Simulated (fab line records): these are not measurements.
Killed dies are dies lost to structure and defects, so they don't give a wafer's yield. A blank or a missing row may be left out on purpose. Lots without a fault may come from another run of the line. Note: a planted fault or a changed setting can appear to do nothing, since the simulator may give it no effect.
Chamber matching | flow n5_finfet | N5_BEOL_M0_CO_CAP_123 on cvd_co-02: 3 sister chambers
The step material Co, precursor CCTBA/H2, target thk 2 nm, time 102.1 s. 3 wafers are shown with their chamber, then 12 later ones without.

WAFERS PAIRED WITH THEIR CHAMBERS
wafer  | chamber | heater_power_w (W)
L092.4 | 1       | 250
L093.2 | 0       | 239
L093.6 | 2       | 213

WAFERS MISSING THEIR CHAMBER
wafer  | heater_power_w (W)
L094.1 | 255
L094.4 | 249
L094.5 | 241
L095.1 | 241
L095.3 | 256
L095.4 | 257
L096.3 | 259
L096.4 | 241
L096.6 | 247
L097.2 | 253
L097.3 | 238
L097.5 | 242

WHICH CHAMBER EACH WENT THROUGH
wafer  | from the rows above     | in truth
L094.1 | 1                       | 1
L094.4 | 1                       | 1
L094.5 | can't be placed: 0 or 1 | 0
L095.1 | can't be placed: 0 or 1 | 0
L095.3 | 1                       | 1
L095.4 | 1                       | 1
L096.3 | 1                       | 1
L096.4 | can't be placed: 0 or 1 | 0
L096.6 | can't be placed: 1 or 0 | 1
L097.2 | 1                       | 1
L097.3 | 0                       | 0
L097.5 | can't be placed: 0 or 1 | 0
7 of 12 placed correctly. Cannot be placed on the basis of these rows: 5; the candidates contain the true chamber in 5. Wrongly placed: 0.
How it was worked out, from the rows above alone: a wafer's distance from a chamber is the root of the sum, over the readings, of the square of ((its reading less the chamber's mean) divided by the reading's scatter). The wafer belongs to the nearest chamber; if the next one is less than 2 further off, it can't be placed. Each chamber's mean is taken over the wafers shown for it. The scatter: with one shown wafer a chamber, the root of the mean of the squares of how far each hidden wafer lies from its nearest shown one.
